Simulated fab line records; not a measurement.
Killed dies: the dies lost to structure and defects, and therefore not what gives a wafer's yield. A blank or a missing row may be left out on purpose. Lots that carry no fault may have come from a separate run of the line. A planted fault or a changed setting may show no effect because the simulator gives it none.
fab line records	flow nandHarc
record lots=7	wafers=21	lastDay=31
route steps=1302 shown A_STAIRCASE@879 A_SGD_CUT@890 END@1302
lots with no fault: from the same line, run without faults
startH: hours from the record's opening day to when the first of the lot's shown wafers began	waitH: time in hours since the lot's previous step	" as in the row above	L1.1+2: a row that stands for several wafers	- no value, or no start given	* or withheld: withheld	< > ~ a bound
route shown NAME@n: a module of which the file shows steps, and the number in the route of the first	usual: the fault-free wafers' mean and standard deviation	same: alike in all rows	chamber/n: place in a boat	sites: per-site readings	_std_site: the values' standard deviation	_edge_site: inner sites' mean taken away from outer sites' mean	radiusMm: for every site, how far away it sits from the centre of the wafer	mask NAME#n: copy n	behind: the tool/chamber that last shaped the wafer	hold: why the lot went on hold/how many hours it stayed there/how the hold came to an end	device: the transistor (n, p or np) that didn't switch	end of line: the tests these same wafers got at the end of their route	a step with no rows: only its recipe	killed: dies that structure and defects cost at the first sort, which is not the same as the wafer's yield	map: shows each die of a wafer: x if killed, . if not, _ if none is there
set.NAME: setting as actually run; set.NAME@STEP: the setting as run at that earlier step	model.NAME: the simulator's own value behind a step, which no gauge read
certain route steps with their lots: each step a table, each wafer a row
services: a tool's chamber out of use, with start hour (startH, from the record's first day; less than 0 if before it), hours out, and reason
## steps
# step NHARC_A_STAIRCASE_SRD_154
# step NHARC_A_STAIRCASE_ETCH_403
# recipe targetDepthA=1082	chemistry=dHF	material=SiO2
# step NHARC_A_STAIRCASE_ETCHBACK_422
# recipe targetDepthA=400	overEtchFrac=0.3	timeS=74.286	ionEnergyEv=120	ch3fFlowSccm=50	o2FlowSccm=30	arFlowSccm=200	rfW=500	biasW=100	chemistry=CH3F/O2
# usual drypumpMotorCurrentA=5.8/0.51	oesProductAu=0.96/0.036	rfVppV=244.9/1.8	showerheadPlenumPTorr=2.50/0.12	throttleValvePct=20.664/0.0084
lot.wafer	tool	chamber	startH	waitH	drypumpMotorCurrentA	oesProductAu	rfHoursCounterH	rfVppV	showerheadPlenumPTorr	throttleValvePct
L652.1	rieDiel-11	2	429.52	0.1	6.0	0.92	54	242.1	2.27	20.678
L652.3	"	0	"	"	5.3	0.92	48	245.5	2.60	20.676
L652.5	"	2	"	"	6.1	0.94	-	241.2	2.27	20.665
L654.1	rieDiel-02	0	443.18	0.2	6.0	0.99	16	242.8	2.31	20.683
L654.4	"	1	"	"	5.3	1.00	14	246.7	2.60	20.654
L654.6	"	0	"	"	6.0	0.98	-	242.4	2.31	20.649
L655.2	rieDiel-10	1	461.03	0.2	6.5	1.01	9	243.1	2.35	20.661
L655.5	"	2	"	"	5.1	1.01	-	245.6	2.66	20.662
L655.6	"	0	"	"	5.5	0.98	-	244.6	2.53	20.674
L658.4	rieDiel-10	1	518.35	0.1	6.5	0.93	29	242.7	2.35	20.669
L658.6	"	1	"	"	6.5	0.94	-	243.3	2.35	20.666
L658.5	"	2	"	"	5.1	0.93	-	247.0	2.65	20.660
L661.1	rieDiel-11	2	526.26	0.1	6.1	0.92	25	247.0	2.65	20.651
L661.3	"	3	"	"	6.3	0.93	23	243.2	2.32	20.655
L661.6	"	3	"	"	6.3	0.93	-	243.0	2.32	20.657
L663.3	rieDiel-11	0	539.37	0.2	5.3	0.92	27	244.6	2.59	20.667
L663.5	"	0	"	"	5.3	0.93	-	246.1	2.59	20.674
L663.4	"	1	"	"	5.4	0.93	-	246.5	2.50	20.672
L671.2	rieDiel-10	3	620.32	0.2	6.7	1.01	4	245.2	2.53	20.675
L671.1	"	1	"	"	6.5	1.00	6	241.5	2.33	20.652
L671.6	"	2	"	"	5.1	1.00	-	246.4	2.63	20.677
# step NHARC_A_STAIRCASE_ETCH_423
# recipe targetDepthA=300	chemistry=dHF	material=SiO2
# step NHARC_A_STAIRCASE_ETCHBACK_157
# recipe targetDepthA=900	overEtchFrac=0.3	timeS=167.14	ionEnergyEv=120	ch3fFlowSccm=50	o2FlowSccm=30	arFlowSccm=200	rfW=500	biasW=100	chemistry=CH3F/O2
# usual drypumpMotorCurrentA=5.8/0.48	oesProductAu=0.96/0.038	rfVppV=244.8/1.8	showerheadPlenumPTorr=2.50/0.12	throttleValvePct=20.664/0.0085
lot.wafer	tool	chamber	startH	waitH	drypumpMotorCurrentA	oesProductAu	rfHoursCounterH	rfVppV	showerheadPlenumPTorr	throttleValvePct
L652.3	rieDiel-02	1	429.86	0.2	5.3	0.93	9	246.6	2.61	20.669
L652.1	"	3	"	"	5.3	0.93	12	244.2	2.44	20.670
L652.5	"	2	"	"	6.2	0.92	-	247.4	2.54	20.667
L654.1	rieDiel-02	2	443.54	0.2	6.2	1.00	16	245.5	2.53	20.665
L654.4	"	0	"	"	6.0	1.00	16	241.6	2.31	20.658
L654.6	"	2	"	"	6.2	1.00	-	246.0	2.53	20.661
L655.2	rieDiel-10	0	461.42	0.2	5.5	0.99	10	247.4	2.53	20.671
L655.6	"	2	"	"	5.1	1.01	-	246.7	2.66	20.658
L655.5	"	3	"	"	6.7	0.93	-	245.9	2.55	20.690
L658.4	rieDiel-11	2	518.74	0.2	6.0	0.92	19	246.0	2.65	20.662
L658.5	"	1	"	"	5.4	0.92	-	245.4	2.51	20.646
L658.6	"	2	"	"	6.1	0.93	-	246.5	2.65	20.661
L661.3	rieDiel-02	1	526.66	0.2	5.3	0.92	46	246.0	2.59	20.664
L661.1	"	2	"	"	6.2	0.93	47	243.9	2.52	20.666
L661.6	"	0	"	"	6.0	0.91	-	241.0	2.30	20.683
L663.3	rieDiel-11	3	539.77	0.2	6.2	0.95	29	243.3	2.32	20.676
L663.5	"	1	"	"	5.4	0.95	-	245.5	2.50	20.674
L663.4	"	0	"	"	5.4	0.94	-	246.1	2.59	20.664
L671.2	rieDiel-11	0	620.66	0.2	5.3	0.98	0	247.1	2.58	20.658
L671.1	"	1	"	"	5.4	1.00	0	244.6	2.49	20.667
L671.6	"	0	"	"	5.4	0.98	-	245.8	2.58	20.651
# step NHARC_A_STAIRCASE_STRIP_475
# recipe timeS=20	o2FlowSccm=500	arFlowSccm=0	biasW=0	chemistry=O2
# usual drypumpMotorCurrentA=5.8/0.48	oesProductAu=1.000/0.01	rfVppV=57.9/0.93	showerheadPlenumPTorr=3.58/0.16	throttleValvePct=17.036/0.0088
lot.wafer	tool	chamber	startH	waitH	drypumpMotorCurrentA	oesProductAu	rfHoursCounterH	rfVppV	showerheadPlenumPTorr	throttleValvePct
L652.3	rieDiel-02	1	-	-	5.3	0.989	9	57.0	3.73	17.033
L652.1	"	2	"	"	6.2	0.996	11	57.7	3.64	17.049
L652.5	"	3	"	"	5.3	1.007	-	58.0	3.50	17.045
L654.4	rieDiel-02	3	-	-	5.3	1.011	19	56.8	3.50	17.027
L654.1	"	1	"	"	5.4	0.996	14	56.9	3.73	17.029
L654.6	"	0	"	"	6.0	0.976	-	58.1	3.32	17.031
L655.2	rieDiel-10	1	-	-	6.5	0.998	9	56.9	3.38	17.037
L655.5	"	0	"	"	5.5	0.995	-	57.6	3.63	17.041
L655.6	"	1	"	"	6.5	0.998	-	56.2	3.38	17.028
L658.4	rieDiel-11	2	-	-	6.1	1.004	19	58.1	3.80	17.021
L658.5	"	2	"	"	6.1	1.001	-	59.2	3.80	17.053
L658.6	"	3	"	"	6.2	1.001	-	58.2	3.34	17.026
L661.1	rieDiel-02	1	-	-	5.4	1.000	46	57.7	3.71	17.038
L661.3	"	2	"	"	6.3	0.998	47	57.9	3.62	17.034
L661.6	"	0	"	"	6.0	0.984	-	57.2	3.31	17.052
L663.3	rieDiel-11	3	539.98	0.2	6.3	1.003	29	57.8	3.34	17.034
L663.4	"	1	"	"	5.4	0.996	-	58.1	3.59	17.027
L663.5	"	0	"	"	5.3	0.997	-	57.7	3.71	17.014
L671.2	rieDiel-11	3	-	-	6.3	0.990	0	57.3	3.33	17.031
L671.1	"	0	"	"	5.4	0.995	0	58.6	3.70	17.034
L671.6	"	1	"	"	5.4	1.012	-	59.2	3.58	17.046
# step NHARC_A_STAIRCASE_DEP_471
# recipe targetThkA=1000	tempC=400	pressureTorr=6.5	rfW=900	teosFlowSccm=161.4	flowSccm=2650	targetThkNm=100	gas=O2	material=SiO2
# step NHARC_A_STAIRCASE_CMP_472
# recipe material=SiO2
# usual edgeZonePressureFrac=1.000/0.0046	motorCurrentA=12.4/1.1	slurryFlowMlMin=150.0/0.45
lot.wafer	tool	chamber	startH	waitH	edgeZonePressureFrac	motorCurrentA	slurryFlowMlMin
L652.1	cmp-03	0	430.42	0.2	1.001	12.8	149.9
L652.3	"	1	"	"	0.997	12.7	150.3
L652.5	"	0	"	"	1.001	13.4	149.7
L654.4	cmp-02	3	444.11	0.1	0.997	13.3	150.0
L654.1	"	1	"	"	1.007	14.8	150.6
L654.6	"	3	"	"	0.993	14.0	150.4
L655.2	cmp-02	2	462.01	0.3	1.007	10.7	149.3
L655.5	"	3	"	"	1.005	13.1	150.4
L655.6	"	0	"	"	1.000	12.9	151.0
L658.4	cmp-02	3	519.31	0.2	0.999	13.2	150.6
L658.6	"	1	"	"	0.999	13.4	150.0
L658.5	"	2	"	"	1.001	10.9	149.9
L661.1	cmp-03	0	527.17	0.2	1.002	12.4	149.3
L661.3	"	1	"	"	1.002	12.3	149.6
L661.6	"	0	"	"	0.992	12.8	149.6
L663.3	cmp-04	2	540.37	0.2	0.988	12.0	150.6
L663.4	"	3	"	"	0.991	11.5	149.3
L663.5	"	1	"	"	1.002	12.8	150.3
L671.2	cmp-04	3	621.23	0.2	1.005	11.3	150.3
L671.1	"	0	"	"	1.006	11.0	150.0
L671.6	"	0	"	"	1.001	12.1	149.8
# step NHARC_A_STAIRCASE_SRD_474
# step NHARC_A_STAIRCASE_INSPECT_155
# usual rawDefectCount=411/110
lot.wafer	tool	chamber	startH	waitH	rawDefectCount
L652.1	defectInspect-01	-	430.76	0.1	240
L652.3	"	-	"	"	379
L652.5	"	-	"	"	295
L654.1	defectInspect-01	-	444.43	0.1	428
L654.4	"	-	"	"	513
L654.6	"	-	"	"	543
L655.2	defectInspect-01	-	462.29	0.1	444
L655.5	"	-	"	"	523
L655.6	"	-	"	"	442
L658.4	defectInspect-02	-	519.61	0.1	415
L658.5	"	-	"	"	305
L658.6	"	-	"	"	516
L661.1	defectInspect-01	-	527.51	0.1	338
L661.3	"	-	"	"	264
L661.6	"	-	"	"	309
L663.3	defectInspect-01	-	540.69	0.1	255
L663.4	"	-	"	"	377
L663.5	"	-	"	"	274
L671.1	defectInspect-02	-	621.57	0.1	429
L671.2	"	-	"	"	366
L671.6	"	-	"	"	491
# step NHARC_A_SGD_CUT_DEP_00
# recipe targetThkA=500	tempC=400	targetThkNm=50	flowSccm=200	rfW=450	material=SiNx
# usual heaterPowerW=697/110	susceptorTempC=400.02/0.2
lot.wafer	tool	chamber	startH	waitH	heaterPowerW	susceptorTempC
L652.1	pecvd-02	0	430.86	0.1	518	399.99
L652.3	"	1	"	"	608	399.70
L652.5	"	2	"	"	696	400.14
L654.1	pecvd-02	1	444.50	0.1	615	399.87
L654.6	"	1	"	"	613	400.16
L654.4	"	0	"	"	535	400.01
L655.2	pecvd-02	0	462.35	0.1	540	400.29
L655.6	"	1	"	"	654	400.52
L655.5	"	2	"	"	678	400.17
L658.6	pecvd-02	0	519.76	0.1	583	400.18
L658.5	"	1	"	"	730	399.62
L658.4	"	2	"	"	741	400.23
L661.1	pecvd-02	0	527.58	0.1	593	400.10
L661.3	"	2	"	"	730	400.12
L661.6	"	2	"	"	740	400.19
L663.3	pecvd-02	0	540.76	0.1	558	400.07
L663.4	"	0	"	"	557	400.28
L663.5	"	2	"	"	776	399.83
L671.2	pecvd-04	2	621.67	0.1	769	399.87
L671.1	"	0	"	"	672	400.23
L671.6	"	2	"	"	776	399.92
# step NHARC_A_SGD_CUT_DEHYDRATE_01
# recipe tempC=150	timeS=120
# step NHARC_A_SGD_CUT_HMDS_02
# recipe timeS=30
# step NHARC_A_SGD_CUT_COAT_56
# recipe tempC=260	timeS=75
# step NHARC_A_SGD_CUT_COAT_57
# recipe tempC=225	timeS=65
# step NHARC_A_SGD_CUT_COAT_03
# recipe spinRpm=1500	resistThkNm=90
# step NHARC_A_SGD_CUT_SOFTBAKE_04
# recipe tempC=105	timeS=55
# step NHARC_A_SGD_CUT_EBR_05
# step NHARC_A_SGD_CUT_EXPOSE_06
# recipe na=1.35	doseMj=85.59	maskId=SGD
# step NHARC_A_SGD_CUT_PEB_07
# recipe pebTempC=100	pebTimeS=65
# step NHARC_A_SGD_CUT_DEVELOP_08
# recipe developTimeS=35	devTempC=23
# step NHARC_A_SGD_CUT_CD_MEAS_09
# recipe targetCdNm=100	landingEnergyEv=500
# usual cdNm=99.9/0.48
lot.wafer	tool	chamber	startH	waitH	cdNm
L652.1	cdSem-01	0	431.55	-	100.7
L652.3	"	0	"	"	99.0
L652.5	"	0	"	"	99.5
L654.1	cdSem-01	0	445.22	-	100.5
L654.4	"	0	"	"	100.0
L654.6	"	0	"	"	99.7
L655.2	cdSem-03	0	463.07	-	99.0
L655.5	"	0	"	"	99.7
L655.6	"	0	"	"	99.5
L658.4	cdSem-03	0	520.40	-	99.6
L658.5	"	0	"	"	99.3
L658.6	"	0	"	"	99.0
L661.1	cdSem-02	0	528.30	-	100.0
L661.3	"	0	"	"	99.6
L661.6	"	0	"	"	99.4
L663.3	cdSem-03	0	541.49	-	99.8
L663.4	"	0	"	"	100.5
L663.5	"	0	"	"	99.3
L671.1	cdSem-01	0	622.24	-	100.3
L671.2	"	0	"	"	99.8
L671.6	"	0	"	"	100.4
# step NHARC_A_SGD_CUT_OVL_MEAS_10
# usual overlayXNm=-0.1/0.85	overlayYNm=0.0/0.8
lot.wafer	tool	chamber	startH	waitH	overlayXNm	overlayYNm
L652.1	overlay-01	-	431.64	-	0.4	1.0
L652.3	"	-	"	"	0.4	1.0
L652.5	"	-	"	"	0.2	1.2
L654.1	overlay-02	-	445.31	-	-1.0	0.1
L654.4	"	-	"	"	-0.4	0.1
L654.6	"	-	"	"	-1.0	-0.2
L655.2	overlay-01	-	463.16	-	-2.2	-1.3
L655.5	"	-	"	"	-1.9	-1.1
L655.6	"	-	"	"	-1.9	-0.9
L658.4	overlay-02	-	520.49	-	0.2	-0.4
L658.5	"	-	"	"	-0.6	-0.3
L658.6	"	-	"	"	-0.1	-0.7
L661.1	overlay-01	-	528.39	-	0.0	0.5
L661.3	"	-	"	"	0.1	0.3
L661.6	"	-	"	"	0.0	0.2
L663.3	overlay-01	-	541.57	-	0.8	0.7
L663.4	"	-	"	"	0.7	0.7
L663.5	"	-	"	"	0.7	0.6
L671.1	overlay-02	-	622.32	-	0.7	-0.8
L671.2	"	-	"	"	0.6	-1.5
L671.6	"	-	"	"	0.6	-0.6
# step NHARC_A_SGD_CUT_INSPECT_11
# usual rawDefectCount=52/27
lot.wafer	tool	chamber	startH	waitH	rawDefectCount
L652.1	defectInspect-01	-	431.67	0.0	9
L652.3	"	-	"	"	16
L652.5	"	-	"	"	19
L654.1	defectInspect-02	-	445.35	0.0	61
L654.4	"	-	"	"	64
L654.6	"	-	"	"	66
L655.2	defectInspect-01	-	463.19	0.0	116
L655.5	"	-	"	"	103
L655.6	"	-	"	"	95
L658.4	defectInspect-01	-	520.52	0.0	77
L658.5	"	-	"	"	74
L658.6	"	-	"	"	56
L661.1	defectInspect-01	-	528.43	0.0	19
L661.3	"	-	"	"	23
L661.6	"	-	"	"	21
L663.3	defectInspect-02	-	541.61	0.0	12
L663.4	"	-	"	"	17
L663.5	"	-	"	"	6
L671.1	defectInspect-02	-	622.36	0.0	24
L671.2	"	-	"	"	26
L671.6	"	-	"	"	24
# step NHARC_A_SGD_CUT_DESCUM_14
# recipe timeS=3	o2FlowSccm=200	arFlowSccm=0	biasPowerW=0	chemistry=O2
# step NHARC_A_SGD_CUT_ETCH_58
# recipe targetDepthA=390	overEtchFrac=0.3	timeS=65	ionEnergyEv=80	cf4FlowSccm=150	arFlowSccm=0	rfW=300	biasW=100	chemistry=CF4
# step NHARC_A_SGD_CUT_ETCH_59
# recipe targetDepthA=2600	overEtchFrac=0.25	timeS=406.25	ionEnergyEv=200	n2FlowSccm=150	h2FlowSccm=150	arFlowSccm=0	rfW=400	biasW=150	chemistry=N2/H2
# step NHARC_A_SGD_CUT_ETCH_15
# recipe targetDepthA=750	timeS=64.3	ch3fFlowSccm=50	o2FlowSccm=30	arFlowSccm=200	rfW=500	biasW=100	chemistry=CH3F/O2
# usual drypumpMotorCurrentA=5.8/0.5	oesProductAu=0.965/0.017	rfVppV=264.4/1.6	showerheadPlenumPTorr=2.49/0.092	throttleValvePct=20.663/0.0097
lot.wafer	tool	chamber	startH	waitH	drypumpMotorCurrentA	oesProductAu	rfHoursCounterH	rfVppV	showerheadPlenumPTorr	throttleValvePct
L652.3	rieDiel-01	2	-	-	5.9	0.970	2	264.7	2.57	20.638
L652.1	"	1	"	"	5.2	0.978	2	265.6	2.59	20.665
L652.5	"	3	"	"	6.6	0.954	-	262.9	2.37	20.657
L654.4	rieDiel-01	1	-	-	5.2	0.960	3	265.5	2.59	20.665
L654.1	"	2	"	"	5.9	0.963	3	265.2	2.56	20.668
L654.6	"	1	"	"	5.2	0.959	-	264.8	2.59	20.650
L655.2	rieDiel-07	0	-	-	5.5	0.970	14	263.6	2.49	20.668
L655.6	"	1	"	"	5.3	0.968	-	260.0	2.31	20.661
L655.5	"	2	"	"	4.8	0.984	-	264.8	2.54	20.668
L658.4	rieDiel-01	1	-	-	5.2	0.959	7	266.0	2.59	20.683
L658.5	"	0	"	"	5.2	0.961	-	263.3	2.44	20.643
L658.6	"	1	"	"	5.2	0.953	-	265.5	2.59	20.662
L661.3	rieDiel-06	0	-	-	5.8	0.975	2	263.3	2.40	20.649
L661.1	"	2	"	"	6.6	0.946	2	262.6	2.45	20.659
L661.6	"	1	"	"	5.8	0.975	-	266.5	2.63	20.674
L663.4	rieDiel-06	3	-	-	5.8	0.927	3	265.3	2.55	20.659
L663.3	"	2	"	"	6.6	0.916	4	263.2	2.45	20.649
L663.5	"	0	"	"	5.8	0.924	-	263.4	2.40	20.677
L671.1	rieDiel-01	1	-	-	5.2	0.967	2	265.3	2.59	20.676
L671.2	"	0	"	"	5.2	0.958	2	263.2	2.44	20.655
L671.6	"	2	"	"	5.9	0.967	-	265.6	2.56	20.654
# step NHARC_A_SGD_CUT_ETCH_16
# recipe targetDepthA=3105	timeS=155.2	c4f8FlowSccm=withheld	o2FlowSccm=8	arFlowSccm=withheld	rfW=600	biasW=800	chemistry=C4F8/O2/Ar
# step NHARC_A_SGD_CUT_STRIP_60
# recipe c4f8FlowSccm=withheld	o2FlowSccm=8	arFlowSccm=withheld	biasW=0	chemistry=C4F8/O2/Ar
# step NHARC_A_SGD_CUT_STRIP_17
# recipe o2FlowSccm=500	arFlowSccm=0	biasW=0	chemistry=O2
# step NHARC_A_SGD_CUT_PRECLEAN_18
# recipe timeS=*	tempC=50	bathAgeMin=0	chemistry=SC1
# step NHARC_A_SGD_CUT_SRD_19
# step NHARC_A_SGD_CUT_DEP_20
# recipe targetThkA=1500	tempC=65	material=SiO2
# step NHARC_A_SGD_CUT_ANNEAL_27
# recipe tempC=450	timeS=1800
# step NHARC_A_SGD_CUT_CMP_21
# recipe targetThkNm=148.19
# step NHARC_A_SGD_CUT_SRD_23
# step NHARC_A_SGD_CUT_ETCH_26
# recipe targetDepthA=458	chemistry=dHF	material=SiO2
# step NHARC_A_SGD_CUT_ETCHBACK_24
# recipe targetDepthA=500	overEtchFrac=0.3	timeS=92.857	ionEnergyEv=120	ch3fFlowSccm=50	o2FlowSccm=30	arFlowSccm=200	rfW=500	biasW=100	chemistry=CH3F/O2
# step NHARC_END_SORT_01
# recipe tempC=25
# usual killedAtArray=55/12	killedAtOther=1.0/1.2	killedAtPeriphery=3.9/2.6	killedDies=60/12	killedOpen=3.3/1.9	killedShort=2.5/1.8
# same grossDies=677
lot.wafer	tool	chamber	startH	waitH	killedAtArray	killedAtOther	killedAtPeriphery	killedDies	killedOpen	killedShort
L658.4	prober-02	0	642.88	3.4	586	4	8	598	6	1
L658.5	prober-02	0	643.68	3.7	568	1	4	573	2	3
L658.6	prober-02	0	644.47	4.0	608	2	3	613	6	6
L661.1	prober-02	0	653.84	2.5	577	2	3	582	3	2
L661.3	prober-02	0	655.44	3.1	604	0	11	615	2	4
L661.6	prober-02	0	657.83	4.0	609	4	7	620	1	4
L663.3	prober-01	0	665.76	3.1	572	0	4	576	4	7
L663.4	prober-01	0	666.56	3.4	568	3	5	576	3	3
L663.5	prober-01	0	667.37	3.7	600	1	1	602	1	6
# killed by level:class
L658.4 A_SGD_CUT:areaDep=537 A_CHANNEL_HOLE_D2:chamberFilmFlake=26 A_CHANNEL_HOLE_D1:chamberFilmFlake=7 A_CONTACT:chamberFilmFlake=5 P_GATE:chamberFilmFlake=4 THIN_TSV:chamberFilmFlake=4 A_CHANNEL_FILL_D1:chamberFilmFlake=3 P_BONDPAD:chamberFilmFlake=2
L658.5 A_SGD_CUT:areaDep=526 A_CHANNEL_HOLE_D2:chamberFilmFlake=35 P_GATE:chamberFilmFlake=2 A_CONTACT:chamberFilmFlake=2 P_GATE:geometricParticle:open=1 A_CHANNEL_HOLE_D1:geometricParticle:open=1 A_CHANNEL_FILL_D1:geometricParticle:short=1 A_WL_FILL:geometricParticle:short=1
L658.6 A_SGD_CUT:areaDep=554 A_CHANNEL_HOLE_D2:chamberFilmFlake=26 A_CHANNEL_HOLE_D1:chamberFilmFlake=7 A_DECK1_JOINT:chamberFilmFlake=3 A_CONTACT:chamberFilmFlake=3 A_STAIRCASE:chamberFilmFlake=2 THIN_TSV:chamberFilmFlake=2 P_CONTACT:geometricParticle:short=1
L661.1 A_SGD_CUT:areaDep=533 A_SLIT:chamberFilmFlake=27 A_CHANNEL_HOLE_D2:chamberFilmFlake=5 A_CONTACT:chamberFilmFlake=4 THIN_TSV:chamberFilmFlake=2 A_ONON_D1:geometricParticle:short=1 A_CHANNEL_HOLE_D1:geometricParticle:open=1 A_CHANNEL_FILL_D1:geometricParticle:short=1
L661.3 A_SGD_CUT:areaDep=554 A_SLIT:chamberFilmFlake=22 A_CHANNEL_HOLE_D2:chamberFilmFlake=10 A_CHANNEL_HOLE_D1:chamberFilmFlake=6 P_M2:chamberFilmFlake=4 A_CONTACT:chamberFilmFlake=4 P_STI:chamberFilmFlake=3 P_CONTACT:chamberFilmFlake=3
L661.6 A_SGD_CUT:areaDep=558 A_SLIT:chamberFilmFlake=27 A_CHANNEL_HOLE_D2:chamberFilmFlake=12 A_CONTACT:chamberFilmFlake=5 P_M2:chamberFilmFlake=3 A_CHANNEL_HOLE_D1:chamberFilmFlake=3 P_CONTACT:chamberFilmFlake=2 THIN_TSV:chamberFilmFlake=2
L663.3 A_SGD_CUT:areaDep=520 A_SLIT:chamberFilmFlake=35 A_CHANNEL_HOLE_D1:chamberFilmFlake=4 A_ONON_D2:geometricParticle:short=2 P_STI:chamberFilmFlake=2 A_DECK1_JOINT:chamberFilmFlake=2 P_STI:geometricParticle:short=1 P_GATE:geometricParticle:short=1
L663.4 A_SGD_CUT:areaDep=525 A_SLIT:chamberFilmFlake=28 A_CHANNEL_HOLE_D1:chamberFilmFlake=4 THIN_TSV:chamberFilmFlake=3 P_M1:chamberFilmFlake=3 A_WL_FILL:chamberFilmFlake=3 A_CHANNEL_HOLE_D2:chamberFilmFlake=2 A_SOURCE_PLATE:geometricParticle:short=1
L663.5 A_SGD_CUT:areaDep=557 A_SLIT:chamberFilmFlake=30 A_CHANNEL_HOLE_D1:chamberFilmFlake=2 A_ONON_D1:geometricParticle:open=1 A_ONON_D1:geometricParticle:short=1 A_CHANNEL_FILL_D1:geometricParticle:short=1 A_ONON_D2:geometricParticle:short=1 A_SGD_CUT:geometricParticle:short=1
# map L658.6 (x killed, . not)
____________x____________
_________xx.xxxx_________
_______xxxxxxxxxxx_______
______xxx.xxxxxxxxx______
_____.xxx..xxxxxx..._____
____xxxxxxxx.xxxxxxx.____
____x.xx.xx.xxxxxxxxx____
___xx.x.xxxxx.xxxx.xx.___
___xxxxxxxxxx.x.x..xxx___
__xxxx.xxxxx.xxxx.xx..x__
__xxxxxxxxxxxxxxxxx.xxx__
_xxx..xxxxxxxxxx..x..xxx_
_.xxxxxxxxxx.xxxxxxxxxxx_
_xxxxxxxxx.xxx.xxxxxxxxx_
_xxxxxx.xxxxxx.xxxxxxxxx_
_xxxxxx..xxxx.xxxxxxxxxx_
x..xxxxxxxx.xxxxxxxxx.xxx
.xxxxxxxxxxxxxxxxxxxxxxx.
xxxxxxxxxxxxxxxxxxxxx.xxx
.xxxxxxxxxx..xxxxxxxxxx.x
xxxxxxxxxx.xxxxxxx.xxxxxx
_xxxxx.xxxxxxxxxxxxxxx.x_
_xxxxxxxxxxxxxxxx.xxxx.x_
_xxxxxxxxxxxxxxxxxxxxxxx_
_xxxxxxxxxx.xxxxxxxxxxxx_
_xxxxxxxxxxxxxxxxxxxxxxx_
__xxxxxxxxxxxxxxxxxxxxx__
__xxxxxxxxxxxxxxxxxxxxx__
___xxxxxxxxx.xxxxxxxxx___
___xxxxxxxxxxxxxxxxxxx___
____xxxxxxxxxx.xxxxx.____
____xxxxxxxxxxxxxxxxx____
_____xxxxxxxxxxxxxxx_____
______xxxxxxxxxxxxx______
_______xxxxxxxxxxx_______
_________xxxxxxx_________
____________x____________
# map L661.6 (x killed, . not)
____________x____________
_________xx.x.xx_________
_______xx.xxxxx.xx_______
______xxx.xxxxxxxxx______
_____xx.xxxxxxxxxxxx_____
____.xxxxxxxxxxxxxxxx____
____xxx.xxxxxxx.xxxx.____
___xxxx..xxxxxx.xxxxxx___
___xxxxxxxxxxxxxxxxxxx___
__xx.xxxxxxxxxxxxxxxx.x__
__xxxxxxxxxxxxxxxxxxxx.__
_xxxxx.xxxxxxxxxxxxxxxxx_
_xxxxxxxxxxxxxxxxxxxxxx._
_.xxxxxxxxxxxxxxxxxxxxxx_
_xxxxxxxxxxxxxxxxxxxxxxx_
_xxxxxxxxxxxxxxxxxxxx.xx_
xxxxxx.xxxxxxxxxxxxxxxxx.
xxxxxxxxxxxxxxxxxxxxxxx.x
.xxxxxxxxxxxxxxxxxxxxxxx.
.xxxxxxxxxxxxxxxxxxxxxxxx
xxxxxxxxxxxxxxx.xxxxxxxx.
_xx.xxxxxxx.xxxxxxxxxxxx_
_xxxxxxxxxxxxxxxxxxxxx.x_
_x.xxxxxxxxxxxxxxxxxxxxx_
_xxxx.xxxxxxxxxxxxxxxxx._
_x.xxxxxxxxxxxxxxxxxxx.x_
__xxxxxx.xxxxxxxxxxxxxx__
__x.xxxxxxxxxxxxxx.xxxx__
___xxxxx.xx.xxxxx.x..x___
___.xx.xxxxxxxxxxxxxxx___
____.xxxxxxxxxxxxxxxx____
____x.x.xxxxxxxxxxxxx____
_____x.xxxxx.xxxxxxx_____
______xxxxxxxxxxx.x______
_______xx.xxxxxxxx_______
_________.xx..x._________
____________x____________
## services
tool	chamber	startH	hours	kind
pecvd-02	-	408.13	13.0	pm
rieDiel-01	-	412.07	0.2	repair
cmp-02	-	415.26	0.8	repair
cmp-04	-	418.38	2.7	repair
rieDiel-10	-	421.83	9.0	pm
cmp-02	-	430.21	4.0	pm
rieDiel-11	-	434.43	9.0	pm
cmp-03	-	435.39	1.8	repair
rieDiel-10	1	444.88	5.8	repair
pecvd-02	-	481.12	0.6	repair
rieDiel-11	2	494.38	2.8	repair
cmp-02	-	528.21	4.0	pm
rieDiel-02	-	529.25	1.3	repair
rieDiel-11	2	531.46	11.6	repair
rieDiel-01	-	550.78	0.5	repair
cmp-02	-	550.90	4.3	repair
rieDiel-01	-	557.80	9.0	pm
rieDiel-10	3	562.48	11.0	repair
rieDiel-02	-	571.15	9.0	pm
rieDiel-01	-	585.80	13.2	repair
pecvd-02	-	589.13	13.0	pm
rieDiel-10	-	601.03	9.0	pm
rieDiel-02	0	602.62	32.6	repair
rieDiel-11	-	611.44	9.0	pm
## key
firstSign step=NHARC_END_SORT_01	reading=killedDies	direction=up	sigmas=45	usual=60	struck=595
effect step=NHARC_END_SORT_01	reading=killedAtArray	direction=up	sigmas=44	usual=55	struck=588
moreKillsBornAt NHARC_A_SGD_CUT_DEP_00@pecvd-02=4864
metAt NHARC_A_SGD_CUT_DEP_00
struckWafers L658.4,L658.5,L658.6,L661.1,L661.3,L661.6,L663.3,L663.4,L663.5
laterRowsLeftOut L658.4,L658.5,L658.6,L661.1,L661.3,L661.6,L663.3,L663.4,L663.5
testerLeftOut L658,L661,L663
onsetBetween 462.35 519.76
fault kind=processParameterDrift	tool=pecvd-02	chamber=-	onsetH=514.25	steps=NHARC_A_SGD_CUT_DEP_00	channel=targetThkNm	offset=15.745	shape=step	endH=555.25	actsIn=theseRecipesOnly	stated=50
# testerLeftOut: of these lots the tester's yield and bins aren't shown, on N5 and GAA mostly nor the transistor test; their killed dies are dies lost to structure and defects alone, not to doping, threshold or leakage, so they don't give the yield
# laterRowsLeftOut: the simulator's readings of these wafers behind a module that went badly wrong aren't trusted and aren't shown, but for the sort
